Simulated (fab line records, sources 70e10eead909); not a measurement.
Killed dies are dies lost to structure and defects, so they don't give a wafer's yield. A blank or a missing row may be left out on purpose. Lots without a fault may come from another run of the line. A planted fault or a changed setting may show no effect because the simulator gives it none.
Which tool did it? | flow nand_harc | 12 lots, 35 wafers sampled, at 7 steps of a route of 1302

WHAT THE GAUGES READ, wafer by wafer
NHARC_P_BONDPAD_CD_MEAS_13. Usual: cd_nm 499.7 nm, standard deviation 2.2.
lot  | measured     | on        | cd_nm (nm)        | flag
L739 | day 7 04:10  | cd_sem-03 | 501.7 497.6 501.5 |
L740 | day 7 17:16  | cd_sem-03 | 499.9 502.3 498.7 |
L742 | day 8 10:43  | cd_sem-01 | 497.2 498.4 503.2 |
L743 | day 8 21:31  | cd_sem-01 | 501.4 500.2 500.9 |
L744 | day 9 15:55  | cd_sem-02 | 502.8 502.3       |
L747 | day 10 19:45 | cd_sem-03 | 500.8 498.4 497.7 |
L749 | day 11 14:20 | cd_sem-03 | 499.9 500.6 501.1 |
L750 | day 11 21:17 | cd_sem-02 | 498.2 500.9 500.2 |
L752 | day 12 14:13 | cd_sem-02 | 497.7 499.2 501.7 |
L753 | day 13 07:57 | cd_sem-03 | 500.4 497.4 499.4 |
L758 | day 15 09:08 | cd_sem-02 | 499.8 497.2 496.5 |
L760 | day 16 11:08 | cd_sem-01 | 498.3 495.0 499.4 |

NHARC_A_ZERO_WELL_INSPECT_17. Usual: raw_defect_count 11, standard deviation 5.6.
lot  | measured     | on                | raw_defect_count | flag
L739 | day 7 09:10  | defect_inspect-01 | 19 17 12         |
L740 | day 7 22:16  | defect_inspect-02 | 10 11 7          |
L742 | day 8 15:43  | defect_inspect-01 | 3 4 6            |
L743 | day 9 02:28  | defect_inspect-02 | 885 13 1         | OFF
L744 | day 9 20:53  | defect_inspect-02 | 911 17           | OFF
L747 | day 11 00:46 | defect_inspect-02 | 16 12 9          |
L749 | day 11 19:23 | defect_inspect-01 | 3 11 4           |
L750 | day 12 02:18 | defect_inspect-01 | 18 15 20         |
L752 | day 12 19:12 | defect_inspect-01 | 8 14 12          |
L753 | day 13 13:31 | defect_inspect-02 | 22 30 16         |
L758 | day 15 14:01 | defect_inspect-01 | 6 10 5           |
L760 | day 16 16:26 | defect_inspect-02 | 11 14 11         |

NHARC_A_SOURCE_PLATE_INSPECT_08. Usual: raw_defect_count 59, standard deviation 24.
lot  | measured     | on                | raw_defect_count | flag
L739 | day 8 05:17  | defect_inspect-01 | 74 58 63         |
L740 | day 8 21:01  | defect_inspect-02 | 42 43 69         |
L742 | day 9 13:26  | defect_inspect-02 | 84 60 62         |
L743 | day 10 00:12 | defect_inspect-01 | 949 32 51        | OFF
L744 | day 10 17:11 | defect_inspect-02 | 915 40           | OFF
L747 | day 11 22:02 | defect_inspect-01 | 42 32 42         |
L749 | day 12 15:22 | defect_inspect-02 | 23 47 53         |
L750 | day 12 22:17 | defect_inspect-01 | 52 56 44         |
L752 | day 13 15:25 | defect_inspect-02 | 67 59 81         |
L753 | day 14 09:48 | defect_inspect-02 | 90 107 70        |
L758 | day 16 09:30 | defect_inspect-01 | 45 69 49         |
L760 | day 17 12:32 | defect_inspect-02 | 19 50 32         |

NHARC_END_SORT_01. Usual: killed_at_array 55, standard deviation 15; killed_at_other 1.0, standard deviation 1.2; killed_at_periphery 3.4, standard deviation 2.2; killed_dies 59, standard deviation 15; killed_open 3.2, standard deviation 2; killed_short 2.5, standard deviation 1.7.
lot  | measured     | on        | killed_at_array | killed_at_other | killed_at_periphery | killed_dies | killed_open | killed_short | flag
L743 | day 26 20:17 | prober-02 | 164 54 63       | 0 1 0           | 1 2 4               | 165 57 67   | 1 5 4       | 2 3 2        |
L744 | day 27 17:48 | prober-01 | 133 29          | 0 0             | 5 2                 | 138 31      | 7 2         | 6 2          |

WHICH TOOL RAN EACH LOT (tool, then ch and the chambers of the sampled wafers, then the start)
lot  | NHARC_P_BONDPAD_PRE_CLEAN_26            | NHARC_P_BONDPAD_ACTIVATE_29        | NHARC_A_ZERO_WELL_ETCH_13
L739 | pvd_sputter-01, day 7 06:28 or earlier  | rie_diel-03 ch 1,2,3, day 7 06:28  | rie_si-05 ch 0,1,2, day 7 08:04
L740 | pvd_sputter-02, day 7 19:34 or earlier  | rie_diel-03 ch 0,1,2, day 7 19:34  | rie_si-06 ch 0,1,2, day 7 21:10
L742 | pvd_sputter-01, day 8 13:01 or earlier  | rie_diel-05 ch 0,1,2, day 8 13:01  | rie_si-05 ch 0,1,2, day 8 14:37
L743 | pvd_sputter-01, day 8 23:47 or earlier  | rie_diel-13 ch 0,2,3, day 8 23:47  | rie_si-06 ch 0,2, day 9 01:21
L744 | pvd_sputter-03, day 9 18:14 or earlier  | rie_diel-13 ch 2,3, day 9 18:14    | rie_si-06 ch 0,2, day 9 19:49
L747 | pvd_sputter-01, day 10 22:04 or earlier | rie_diel-13 ch 1,2,3, day 10 22:04 | rie_si-03 ch 0,2,3, day 10 23:41
L749 | pvd_sputter-01, day 11 16:40 or earlier | rie_diel-05 ch 0,1,2, day 11 16:40 | rie_si-06 ch 0,1,3, day 11 18:16
L750 | pvd_sputter-01, day 11 23:35 or earlier | rie_diel-13 ch 2,3, day 11 23:35   | rie_si-06 ch 0,1,3, day 12 01:13
L752 | pvd_sputter-03, day 12 16:30 or earlier | rie_diel-05 ch 0,1,3, day 12 16:30 | rie_si-03 ch 0,1,2, day 12 18:07
L753 | pvd_sputter-01, day 13 10:43 or earlier | rie_diel-03 ch 0,3, day 13 10:43   | rie_si-03 ch 0,2,3, day 13 12:22
L758 | pvd_sputter-03, day 15 11:26 or earlier | rie_diel-03 ch 0,1,2, day 15 11:26 | rie_si-05 ch 0,1,2, day 15 12:56
L760 | pvd_sputter-02, day 16 13:29 or earlier | rie_diel-05 ch 0,3, day 16 13:29   | rie_si-03 ch 1,2,3, day 16 15:20
- NHARC_P_BONDPAD_PRE_CLEAN_26: time 30 s.
- NHARC_P_BONDPAD_ACTIVATE_29: chemistry N2, time 60 s.
- NHARC_A_ZERO_WELL_ETCH_13: etches the open film in HBr/Cl2, target depth 120 nm, time 40.1 s.

WHAT THE TOOLS THEMSELVES READ (means of the sampled wafers that have a number; where no wafer has one, the mark that the record gives instead)
NHARC_P_BONDPAD_PRE_CLEAN_26. Usual: heater_power_w 402 W, standard deviation 27.
lot  | tool           | heater_power_w (W) | flag
L739 | pvd_sputter-01 | 397                |
L740 | pvd_sputter-02 | 386                |
L742 | pvd_sputter-01 | 386                |
L743 | pvd_sputter-01 | 399                |
L744 | pvd_sputter-03 | 422                |
L747 | pvd_sputter-01 | 404                |
L749 | pvd_sputter-01 | 421                |
L750 | pvd_sputter-01 | 422                |
L752 | pvd_sputter-03 | 409                |
L753 | pvd_sputter-01 | 398                |
L758 | pvd_sputter-03 | 434                |
L760 | pvd_sputter-02 | 426                |

NHARC_P_BONDPAD_ACTIVATE_29. Usual: drypump_motor_current_A 5.8 A, standard deviation 0.46; n2_flow_sccm 199.9 sccm, standard deviation 0.63; oes_product_au 0.999 a.u., standard deviation 0.0083; rf_vpp_V 64.3 V, standard deviation 0.79; showerhead_plenum_p_Torr 1.79 Torr, standard deviation 0.076.
lot  | tool        | drypump_motor_current_A (A) | n2_flow_sccm (sccm) | oes_product_au (a.u.) | rf_vpp_V (V) | showerhead_plenum_p_Torr (Torr) | flag
L739 | rie_diel-03 | 5.7                         | 200.0               | 1.005                 | 64.0         | 1.73                            |
L740 | rie_diel-03 | 5.3                         | 199.9               | 1.008                 | 64.5         | 1.72                            |
L742 | rie_diel-05 | 5.6                         | 199.7               | 1.004                 | 64.4         | 1.86                            |
L743 | rie_diel-13 | 6.1                         | 200.4               | 1.002                 | 64.3         | 1.76                            |
L744 | rie_diel-13 | 6.0                         | 199.6               | 1.002                 | 64.3         | 1.71                            |
L747 | rie_diel-13 | 6.1                         | 200.4               | 1.007                 | 65.0         | 1.73                            |
L749 | rie_diel-05 | 5.6                         | 199.8               | 1.009                 | 63.7         | 1.86                            |
L750 | rie_diel-13 | 6.2                         | 200.4               | 1.000                 | 63.6         | 1.71                            |
L752 | rie_diel-05 | 5.7                         | 200.1               | 0.999                 | 64.7         | 1.85                            |
L753 | rie_diel-03 | 5.3                         | 200.3               | 1.001                 | 64.7         | 1.75                            |
L758 | rie_diel-03 | 5.3                         | 200.0               | 0.999                 | 64.3         | 1.72                            |
L760 | rie_diel-05 | 6.0                         | 199.7               | 0.999                 | 64.5         | 1.81                            |

NHARC_A_ZERO_WELL_ETCH_13. Usual: drypump_motor_current_A 5.7 A, standard deviation 0.47; oes_product_au 0.997 a.u., standard deviation 0.0099; throttle_valve_pct 26.405 %, standard deviation 0.0096.
lot  | tool      | drypump_motor_current_A (A) | oes_product_au (a.u.) | throttle_valve_pct (%) | flag
L739 | rie_si-05 | 5.6                         | 0.993                 | 26.398                 |
L740 | rie_si-06 | 5.7                         | 0.992                 | 26.398                 |
L742 | rie_si-05 | 5.6                         | 0.995                 | 26.406                 |
L743 | rie_si-06 | 6.0                         | 1.015                 | 26.409                 |
L744 | rie_si-06 | 5.9                         | 1.002                 | 26.404                 |
L747 | rie_si-03 | 6.2                         | 1.003                 | 26.406                 |
L749 | rie_si-06 | 5.6                         | 0.995                 | 26.400                 |
L750 | rie_si-06 | 5.6                         | 1.009                 | 26.401                 |
L752 | rie_si-03 | 6.0                         | 1.003                 | 26.408                 |
L753 | rie_si-03 | 6.2                         | 0.995                 | 26.411                 |
L758 | rie_si-05 | 5.6                         | 0.984                 | 26.403                 |
L760 | rie_si-03 | 5.8                         | 0.996                 | 26.408                 |

THE ANSWER, worked out from the rows above alone
Rule: a lot is off if the mean of its wafers that have a number lies more than 3 standard deviations from the usual mean. A lot without any number at a reading at which 4 lots or more have one is off too. The other lots that the step has rows for count as sound. The gauges are gone through in route order, then the tools' own readings, and for those a lot's mean is taken as printed above. The first step at which some lot is off is used, and at that step the reading that is off furthest; a lot without a number counts as furthest.
Off: L743, L744, at NHARC_A_ZERO_WELL_INSPECT_17 (raw_defect_count).
A tool fits if, at a process step before that reading, it ran every lot that is off, and no sound lot after the first of them. The gauges at NHARC_A_ZERO_WELL_INSPECT_17 are tried like those tools. NHARC_P_BONDPAD_PRE_CLEAN_26 gives no start for some lots, so the hours and the order of its lots are those of NHARC_P_BONDPAD_ACTIVATE_29. None of those tried fits.

WHAT THE SIMULATOR HAD PUT IN
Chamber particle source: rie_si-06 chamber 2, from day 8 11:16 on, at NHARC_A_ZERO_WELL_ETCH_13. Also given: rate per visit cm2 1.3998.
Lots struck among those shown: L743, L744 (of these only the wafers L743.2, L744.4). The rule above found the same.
